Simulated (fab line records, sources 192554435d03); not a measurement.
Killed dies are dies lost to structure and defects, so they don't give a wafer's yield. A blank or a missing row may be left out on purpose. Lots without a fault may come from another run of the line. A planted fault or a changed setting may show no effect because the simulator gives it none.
fab line records | flow n5_finfet | part 1 of 2: steps 1 to 21 of 34
record lots=5 wafers=15 last_day=19
route steps=1938 shown WELL_APT@50 PMOS_HMC_CHANNEL_EPI@57
lots that met no fault: from a run of the same line without faults
start_h: hours from the record's first day to the start of the lot's first wafer shown | wait_h: hours since the lot's step before | " the same as in the row above | L1.1+2: a row that stands for several wafers | - no value, or no start given | * or withheld: withheld | < > ~ a bound
route shown NAME@n: a module of which the file shows steps, and the number in the route of the first | usual: mean/standard deviation of fault-free wafers | same: alike in all rows | chamber/n: place in a boat | sites: the reading at each site | _std_site: their standard deviation | _edge_site: outer sites' mean less inner sites' | radius_mm: how far each site lies from the wafer's centre | mask NAME#n: copy n | behind: the tool/chamber that last shaped the wafer | hold: why the lot was held/for how many hours/how that ended | device: the transistor (n, p or np) that didn't switch | end of line: the same wafers' tests at the end of the route | a step without rows: its recipe alone | killed: dies lost to structure and defects at the first sort, not the wafer's yield | map: a wafer's dies, x killed, . not, _ none there
set.NAME: the setting as run; set.NAME@STEP: as run at that earlier step | model.NAME: the simulator's own value behind a step, which no gauge read
lots at some steps of the route; a table a step, a row a wafer
services: from which hour (start_h, from the record's first day; less than 0 if before it) a tool's chamber was out of use, for how many hours, and why
## steps
# step N5_WELL_APT_RTA_34
# recipe temp_c=1000 time_s=10 ambient=N2 idle_temp_c=600 ramp_up_c_per_s=150 ramp_down_c_per_s=60 cool_to_c=600
# usual lamp_power_pct=13.01/0.049 lamp_zone_1_pct=12.99/0.03 wafer_temp_C_max=1003.5/0.98
# columns lot.wafer tool chamber start_h wait_h lamp_power_pct lamp_zone_1_pct wafer_temp_C_max
L078.2 rtp_anneal-01 0 40.88 0.2 13.03 12.99 1001.9
L078.3 " 0 " " 12.95 12.98 1004.3
L078.5 " 0 " " 12.96 13.01 1004.5
L083.1 rtp_anneal-02 0 69.82 0.0 13.05 12.96 1004.7
L083.2 " 0 " " 12.94 12.99 1006.1
L083.6 " 0 " " 13.07 12.97 1003.9
L087.2 rtp_anneal-02 0 94.01 0.0 12.98 12.99 1002.0
L087.3 " 0 " " 12.98 12.97 1003.5
L087.5 " 0 " " 13.04 13.03 1004.4
L090.1 rtp_anneal-02 0 112.52 0.0 13.00 12.98 1003.6
L090.4 " 0 " " 13.02 13.03 1003.6
L090.5 " 0 " " 13.05 13.01 1002.9
L095.1 rtp_anneal-01 0 142.99 0.0 12.99 12.97 1003.9
L095.2 " 0 " " 13.08 12.94 1003.5
L095.3 " 0 " " 12.98 12.98 1003.1
# step N5_WELL_APT_OXIDE_STRIP_42
# recipe chemistry=dHF dilution=25:1 time_s=45 temp_c=25 target=SiO2 target_depth_a=120
# columns lot.wafer tool chamber start_h wait_h
L078.2+3+5 wet_bench-04 3,5,2 41.01 0.1
L083.1+2+6 wet_bench-03 0,3,2 69.98 0.1
L087.2+3+5 wet_bench-05 5,7,0 94.14 0.1
L090.1+4+5 wet_bench-04 3,6,1 112.67 0.1
L095.1+2+3 wet_bench-04 6,0,5 143.13 0.1
# step N5_WELL_APT_PRECLEAN_36
# recipe chemistry=O3/DIW time_s=45 temp_c=22 o3_ppm=10
# columns lot.wafer tool chamber start_h wait_h
L078.2+3+5 wet_bench-04 3,5,2 41.02 0.0
L083.1+2+6 wet_bench-03 0,3,2 69.99 0.0
L087.2+3+5 wet_bench-05 5,7,0 94.15 0.0
L090.1+4+5 wet_bench-04 3,6,1 112.69 0.0
L095.1+2+3 wet_bench-04 6,0,5 143.15 0.0
# step N5_WELL_APT_PRECLEAN_39
# recipe chemistry=dHF time_s=60 dilution=150:1 temp_c=25
# columns lot.wafer tool chamber start_h wait_h
L078.2+3+5 wet_bench-04 3,5,2 41.03 0.0
L083.1+2+6 wet_bench-03 0,3,2 70.00 0.0
L087.2+3+5 wet_bench-05 5,7,0 94.17 0.0
L090.1+4+5 wet_bench-04 3,6,1 112.70 0.0
L095.1+2+3 wet_bench-04 6,0,5 143.16 0.0
# step N5_WELL_APT_SRD_37
# recipe dry=ipa_marangoni do_ppb=5 time_s=30 temp_c=23 rinse_liquid=diw
# columns lot.wafer tool chamber start_h wait_h
L078.2+3+5 wet_bench-04 3,5,2 41.05 0.0
L083.1+2+6 wet_bench-03 0,3,2 70.02 0.0
L087.2+3+5 wet_bench-05 5,7,0 94.18 0.0
L090.1+4+5 wet_bench-04 3,6,1 112.71 0.0
L095.1+2+3 wet_bench-04 6,0,5 143.18 0.0
# step N5_WELL_APT_EPI_41
# recipe material=Si target_thk_a=500 temp_c=650 precursor=SiH4/H2 pressure_torr=20 time_s=297.7
# usual susceptor_temp_C=649.99/0.27 throttle_valve_pct=10.6/0.44
# columns lot.wafer tool chamber start_h wait_h susceptor_temp_C throttle_valve_pct
L078.2 epi_rpcvd-03 0 41.23 0.2 650.28 10.2
L078.3 " 0 " " 650.10 10.2
L078.5 " 0 " " 649.75 10.3
L083.1 epi_rpcvd-03 0 70.07 0.0 649.54 10.3
L083.2 " 0 " " 649.90 10.1
L083.6 " 0 " " 649.82 10.2
L087.2 epi_rpcvd-02 0 94.33 0.1 649.66 11.1
L087.3 " 0 " " 650.20 10.9
L087.5 " 0 " " 649.72 11.1
L090.1 epi_rpcvd-03 0 112.76 0.0 649.89 10.2
L090.4 " 0 " " 649.58 10.2
L090.5 " 0 " " 649.77 10.2
L095.1 epi_rpcvd-02 0 143.23 0.0 649.91 11.1
L095.2 " 0 " " 649.97 11.3
L095.3 " 0 " " 649.19 10.8
# step N5_WELL_APT_INSPECT_38
# recipe inspect_instrument=darkfield mode=post_epi
# usual raw_defect_count=13/4.6
# columns lot.wafer tool chamber start_h wait_h raw_defect_count
L078.2 defect_inspect-01 - 41.94 0.6 16
L078.3 " - " " 9
L078.5 " - " " 16
L083.1 defect_inspect-02 - 70.91 0.7 18
L083.2 " - " " 18
L083.6 " - " " 16
L087.2 defect_inspect-01 - 94.87 0.4 6
L087.3 " - " " 12
L087.5 " - " " 11
L090.1 defect_inspect-02 - 113.40 0.5 8
L090.4 " - " " 16
L090.5 " - " " 8
L095.1 defect_inspect-01 - 143.86 0.5 12
L095.2 " - " " 22
L095.3 " - " " 20
# step N5_PMOS_HMC_CHANNEL_EPI_HM_DEP_34
# recipe material=SiO2 target_thk_a=360 temp_c=400 precursor=TEOS/O2 pressure_torr=6.5 rf_w=900 teos_flow_sccm=161.4 gas=O2 flow_sccm=2650 time_s=6.9
# usual heater_power_w=564/85 showerhead_plenum_p_Torr=8.36/0.037 susceptor_temp_C=399.97/0.2 throttle_valve_pct=18.9/1.2
# columns lot.wafer tool chamber start_h wait_h heater_power_w showerhead_plenum_p_Torr susceptor_temp_C throttle_valve_pct
L078.2 pecvd-02 0 41.97 0.0 552 8.30 399.95 19.7
L078.3 " 1 " " 500 8.40 400.16 20.2
L078.5 " 0 " " 564 8.28 400.21 19.5
L083.1 pecvd-04 0 70.95 0.0 550 8.36 399.71 20.1
L083.2 " 2 " " 444 8.31 399.83 17.4
L083.6 " 0 " " 537 8.37 399.89 20.1
L087.2 pecvd-02 2 94.90 0.0 585 8.38 400.08 17.5
L087.3 " 1 " " 479 8.43 400.01 20.2
L087.5 " 2 " " 583 8.37 399.82 17.8
L090.1 pecvd-01 0 113.44 0.0 519 8.38 399.80 18.0
L090.4 " 1 " " 639 8.41 399.92 20.5
L090.5 " 0 " " 517 8.39 399.89 17.5
L095.1 pecvd-04 0 143.90 0.0 571 8.36 399.77 20.1
L095.2 " 1 " " 431 8.35 400.00 17.9
L095.3 " 2 " " 493 8.32 399.93 17.5
# step N5_PMOS_HMC_CHANNEL_EPI_COAT_31
# recipe resist=BARC temp_c=205 time_s=60 spin_rpm=1500 resist_thk_nm=66
# usual chill_plate_temp_C=22.99/0.1
# columns lot.wafer tool chamber start_h wait_h chill_plate_temp_C
L078.2 litho_track-03 0 42.03 0.0 22.91
L078.3 " 0 " " 22.92
L078.5 " 0 " " 23.01
L083.1 litho_track-03 0 71.00 0.0 23.09
L083.2 " 0 " " 22.87
L083.6 " 0 " " 23.01
L087.2 litho_track-02 0 94.96 0.0 22.84
L087.3 " 0 " " 22.75
L087.5 " 0 " " 22.92
L090.1 litho_track-01 0 113.49 0.0 23.11
L090.4 " 0 " " 22.90
L090.5 " 0 " " 22.94
L095.1 litho_track-02 0 143.95 0.0 22.90
L095.2 " 0 " " 22.85
L095.3 " 0 " " 22.91
# step N5_PMOS_HMC_CHANNEL_EPI_COAT_03
# recipe resist=CAR-ArF-block spin_rpm=1500 resist_thk_nm=205
# usual chill_plate_temp_C=22.99/0.097
# columns lot.wafer tool chamber start_h wait_h chill_plate_temp_C
L078.2 litho_track-03 0 - - 23.03
L078.3 " 0 " " 22.97
L078.5 " 0 " " 23.13
L083.1 litho_track-03 0 - - 23.11
L083.2 " 0 " " 23.11
L083.6 " 0 " " 22.89
L087.2 litho_track-02 0 - - 22.95
L087.3 " 0 " " 23.05
L087.5 " 0 " " 23.13
L090.1 litho_track-01 0 - - 23.13
L090.4 " 0 " " 22.84
L090.5 " 0 " " 22.93
L095.1 litho_track-02 0 - - 22.94
L095.2 " 0 " " 22.94
L095.3 " 0 " " 23.08
# step N5_PMOS_HMC_CHANNEL_EPI_EBR_05
# recipe solvent=PGMEA ebr_width_mm=1.5
# usual chill_plate_temp_C=23.04/0.11
# columns lot.wafer tool chamber start_h wait_h chill_plate_temp_C
L078.2 litho_track-03 0 - - 23.06
L078.3 " 0 " " 23.13
L078.5 " 0 " " 23.14
L083.1 litho_track-03 0 - - 23.02
L083.2 " 0 " " 23.04
L083.6 " 0 " " 23.09
L087.2 litho_track-02 0 - - 23.06
L087.3 " 0 " " 23.12
L087.5 " 0 " " 23.18
L090.1 litho_track-01 0 - - 23.20
L090.4 " 0 " " 23.10
L090.5 " 0 " " 22.97
L095.1 litho_track-02 0 - - 22.97
L095.2 " 0 " " 22.99
L095.3 " 0 " " 23.06
# step N5_PMOS_HMC_CHANNEL_EPI_SOFTBAKE_04
# recipe temp_c=110 time_s=60 resist=CAR-ArF-block
# usual chill_plate_temp_C=23.02/0.12
# columns lot.wafer tool chamber start_h wait_h chill_plate_temp_C
L078.2 litho_track-03 0 - - 23.13
L078.3 " 0 " " 22.95
L078.5 " 0 " " 22.93
L083.1 litho_track-03 0 - - 22.90
L083.2 " 0 " " 23.01
L083.6 " 0 " " 22.99
L087.2 litho_track-02 0 - - 22.93
L087.3 " 0 " " 23.15
L087.5 " 0 " " 22.95
L090.1 litho_track-01 0 - - 23.06
L090.4 " 0 " " 23.33
L090.5 " 0 " " 23.16
L095.1 litho_track-02 0 - - 23.01
L095.2 " 0 " " 23.05
L095.3 " 0 " " 22.93
# step N5_PMOS_HMC_CHANNEL_EPI_EXPOSE_06
# recipe mask_id=PMOS_HMC_BLK na=1.35 source_shape=conventional sigma_outer=0.8 polarization=unpolarized target_cd_nm=240 dose_mj=41
# same na=1.35
# columns lot.wafer tool chamber start_h wait_h mask
L078.2+3+5 arfi_scanner-03 0 42.26 - PMOS_HMC_BLK#0
L083.1+2+6 arfi_scanner-03 0 71.23 - PMOS_HMC_BLK#0
L087.2+3+5 arfi_scanner-02 0 95.07 - PMOS_HMC_BLK#0
L090.1+4+5 arfi_scanner-03 0 113.72 - PMOS_HMC_BLK#0
L095.1+2+3 arfi_scanner-03 0 144.18 - PMOS_HMC_BLK#0
# step N5_PMOS_HMC_CHANNEL_EPI_PEB_07
# recipe peb_temp_c=110 peb_time_s=60 resist=CAR-ArF-block
# usual chill_plate_temp_C=22.99/0.11
# columns lot.wafer tool chamber start_h wait_h chill_plate_temp_C
L078.2 litho_track-01 0 42.31 0.0 22.88
L078.3 " 0 " " 22.86
L078.5 " 0 " " 22.97
L083.1 litho_track-03 0 71.28 0.1 23.06
L083.2 " 0 " " 22.81
L083.6 " 0 " " 22.81
L087.2 litho_track-01 0 95.12 0.0 22.97
L087.3 " 0 " " 23.09
L087.5 " 0 " " 23.18
L090.1 litho_track-01 0 113.77 0.1 23.22
L090.4 " 0 " " 23.14
L090.5 " 0 " " 23.09
L095.1 litho_track-02 0 144.24 0.1 22.99
L095.2 " 0 " " 23.07
L095.3 " 0 " " 22.99
# step N5_PMOS_HMC_CHANNEL_EPI_DEVELOP_08
# recipe develop_time_s=30 developer=TMAH resist=CAR-ArF-block dev_temp_c=23 rinse_liquid=diw dry=air_spin
# usual chill_plate_temp_C=22.97/0.11
# columns lot.wafer tool chamber start_h wait_h chill_plate_temp_C
L078.2 litho_track-01 0 - - 22.86
L078.3 " 0 " " 22.97
L078.5 " 0 " " 22.80
L083.1 litho_track-03 0 - - 22.96
L083.2 " 0 " " 23.08
L083.6 " 0 " " 23.02
L087.2 litho_track-01 0 - - 22.88
L087.3 " 0 " " 23.03
L087.5 " 0 " " 22.83
L090.1 litho_track-01 0 - - 22.97
L090.4 " 0 " " 22.90
L090.5 " 0 " " 22.99
L095.1 litho_track-02 0 - - 22.94
L095.2 " 0 " " 23.04
L095.3 " 0 " " 23.09
# step N5_PMOS_HMC_CHANNEL_EPI_CD_MEAS_09
# recipe target_cd_nm=237.4 landing_energy_ev=500 detector=se_inlens
# usual cd_nm=237.4/0.86
# columns lot.wafer tool chamber start_h wait_h cd_nm
L078.2 cd_sem-02 0 42.38 - 239.7
L078.3 " 0 " " 238.3
L078.5 " 0 " " 238.6
L083.1 cd_sem-03 0 71.35 - 236.8
L083.2 " 0 " " 236.4
L083.6 " 0 " " 236.9
L087.2 cd_sem-01 0 95.19 - 237.4
L087.3 " 0 " " 238.3
L087.5 " 0 " " 237.4
L090.1 cd_sem-01 0 113.84 - 238.3
L090.4 " 0 " " 237.8
L090.5 " 0 " " 238.1
L095.1 cd_sem-03 0 144.30 - 237.3
L095.2 " 0 " " 237.9
L095.3 " 0 " " 237.2
# step N5_PMOS_HMC_CHANNEL_EPI_OVL_MEAS_10
# recipe points_per_wafer=44
# usual PMOS_HMC_BLK_OVL=0.5/0.92
# columns lot.wafer tool chamber start_h wait_h PMOS_HMC_BLK_OVL[nm]
L078.2 overlay-01 0 42.41 0.0 -0.4
L078.3 " 0 " " 0.8
L078.5 " 0 " " 0.9
L083.1 overlay-02 0 71.38 0.0 1.3
L083.2 " 0 " " 1.5
L083.6 " 0 " " 0.8
L087.2 overlay-01 0 95.21 0.0 0.2
L087.3 " 0 " " 0.8
L087.5 " 0 " " 0.5
L090.1 overlay-01 0 113.87 0.0 1.2
L090.4 " 0 " " 0.6
L090.5 " 0 " " 0.8
L095.1 overlay-01 0 144.33 0.0 0.0
L095.2 " 0 " " 1.0
L095.3 " 0 " " 1.2
# step N5_PMOS_HMC_CHANNEL_EPI_INSPECT_11
# recipe mode=adi inspect_instrument=macro
# usual raw_defect_count=2.0/1.5
# columns lot.wafer tool chamber start_h wait_h raw_defect_count
L078.2 defect_inspect-01 - 42.43 0.0 1
L078.3 " - " " 0
L078.5 " - " " 3
L083.1 defect_inspect-02 - 71.41 0.0 1
L083.2 " - " " 6
L083.6 " - " " 2
L087.2 defect_inspect-02 - 95.24 0.0 4
L087.3 " - " " 3
L087.5 " - " " 2
L090.1 defect_inspect-02 - 113.90 0.0 4
L090.4 " - " " 0
L090.5 " - " " 0
L095.1 defect_inspect-01 - 144.36 0.0 2
L095.2 " - " " 3
L095.3 " - " " 4
# step N5_PMOS_HMC_CHANNEL_EPI_DESCUM_14
# recipe chemistry=O2 time_s=7.9 source_power_w=50 bias_power_w=20 pressure_mtorr=20 rf_frequency_hz=2.712e+07 temp_c=40 resist=CAR-ArF-block o2_flow_sccm=225
# usual drypump_motor_current_A=5.7/0.43 oes_product_au=0.77/0.083 rf_vpp_V=242.9/1.4 showerhead_plenum_p_Torr=2.09/0.077 throttle_valve_pct=20.52/0.19
# columns lot.wafer tool chamber start_h wait_h drypump_motor_current_A oes_product_au rf_hours_counter_h rf_vpp_V showerhead_plenum_p_Torr throttle_valve_pct
L078.2 rie_diel-06 3 42.47 0.0 5.5 0.73 166 242.6 2.08 20.56
L078.3 " 0 " " 5.2 0.68 229 242.1 2.07 20.50
L078.5 " 0 " " 5.2 0.68 - 243.5 2.07 20.52
L083.1 rie_diel-02 3 71.54 0.1 5.8 0.82 57 241.5 2.03 20.67
L083.2 " 1 " " 6.3 0.70 245 244.1 2.15 20.52
L083.6 " 3 " " 5.8 0.83 - 243.3 2.03 20.69
L087.2 rie_diel-03 3 95.29 0.0 5.5 0.67 245 240.9 1.98 20.63
L087.3 " 2 " " 5.3 0.72 210 242.5 1.99 20.60
L087.5 " 0 " " 4.7 0.90 - 244.0 2.06 20.16
L090.1 rie_diel-06 2 113.93 0.0 6.5 0.77 147 242.4 2.01 20.26
L090.4 " 0 " " 5.2 0.67 248 242.4 2.06 20.54
L090.5 " 0 " " 5.2 0.67 - 242.1 2.06 20.53
L095.1 rie_diel-03 3 144.39 0.0 5.5 0.96 4 245.4 2.24 20.24
L095.2 " 2 " " 5.3 0.71 227 241.3 1.98 20.63
L095.3 " 1 " " 6.0 0.73 210 244.5 2.16 20.52
# step N5_PMOS_HMC_CHANNEL_EPI_ETCH_32
# recipe chemistry=N2/H2 target=BARC stop_on=SiO2 target_depth_a=858 over_etch_frac=0.3 time_s=50.3 ion_energy_ev=200 mask_material=CAR-ArF-block pressure_mtorr=30 source_w=840 bias_w=150 n2_flow_sccm=200 h2_flow_sccm=200
# usual drypump_motor_current_A=5.7/0.43 oes_product_au=0.66/0.069 rf_vpp_V=523.5/2.7 showerhead_plenum_p_Torr=2.53/0.089 throttle_valve_pct=17.95/0.21
# columns lot.wafer tool chamber start_h wait_h drypump_motor_current_A oes_product_au rf_hours_counter_h rf_vpp_V showerhead_plenum_p_Torr throttle_valve_pct
L078.2 rie_diel-06 3 42.50 0.0 5.5 0.62 166 522.6 2.55 18.10
L078.3 " 0 " " 5.2 0.59 229 523.4 2.51 17.94
L078.5 " 0 " " 5.2 0.59 - 524.1 2.50 17.93
L083.1 rie_diel-02 3 71.58 0.0 5.8 0.71 57 521.3 2.48 18.11
L083.2 " 1 " " 6.4 0.61 245 525.2 2.60 18.05
L083.6 " 3 " " 5.8 0.71 - 521.5 2.48 18.09
L087.2 rie_diel-03 3 95.32 0.0 5.5 0.58 245 519.4 2.40 18.04
L087.3 " 2 " " 5.4 0.63 210 520.7 2.41 18.04
L087.5 " 0 " " 4.8 0.77 - 522.4 2.50 17.54
L090.1 rie_diel-06 2 113.97 0.0 6.5 0.65 147 520.9 2.43 17.63
L090.4 " 0 " " 5.2 0.57 248 522.2 2.50 17.95
L090.5 " 0 " " 5.2 0.58 - 522.6 2.50 17.95
L095.1 rie_diel-03 3 144.43 0.0 5.5 0.82 4 527.6 2.72 17.61
L095.2 " 2 " " 5.3 0.61 227 519.6 2.40 18.07
L095.3 " 1 " " 6.0 0.62 210 525.4 2.62 18.08
# step N5_PMOS_HMC_CHANNEL_EPI_HM_OPEN_15
# recipe chemistry=CHF3/O2 target=SiO2 mask_material=CAR-ArF-block target_depth_a=406 CHF3_flow_sccm=50 O2_flow_sccm=5 Ar_flow_sccm=200 time_s=20.3 pressure_mtorr=30 source_w=650 bias_w=170 ion_energy_ev=200
# usual drypump_motor_current_A=5.7/0.43 oes_product_au=0.77/0.083 rf_vpp_V=523/4.4 showerhead_plenum_p_Torr=2.41/0.084 throttle_valve_pct=18.99/0.19
# columns lot.wafer tool chamber start_h wait_h drypump_motor_current_A oes_product_au rf_hours_counter_h rf_vpp_V showerhead_plenum_p_Torr throttle_valve_pct
L078.2 rie_diel-06 3 42.54 0.0 5.4 0.72 166 521 2.41 19.16
L078.3 " 0 " " 5.2 0.68 229 517 2.39 19.01
L078.5 " 0 " " 5.2 0.69 - 519 2.39 19.03
L083.1 rie_diel-02 3 71.62 0.0 5.8 0.83 57 518 2.35 19.17
L083.2 " 1 " " 6.3 0.70 245 522 2.48 19.01
L083.6 " 3 " " 5.8 0.84 - 518 2.35 19.18
L087.2 rie_diel-03 3 95.36 0.0 5.5 0.67 245 521 2.28 19.04
L087.3 " 2 " " 5.4 0.72 210 523 2.29 19.06
L087.5 " 0 " " 4.8 0.89 - 523 2.38 18.65
L090.1 rie_diel-06 2 114.01 0.0 6.4 0.76 147 517 2.32 18.69
L090.4 " 0 " " 5.2 0.67 248 518 2.38 19.06
L090.5 " 0 " " 5.2 0.67 - 518 2.38 19.06
L095.1 rie_diel-03 3 144.47 0.0 5.5 0.96 4 531 2.56 18.64
L095.2 " 2 " " 5.3 0.71 227 522 2.28 19.09
L095.3 " 1 " " 6.0 0.73 210 530 2.49 19.02
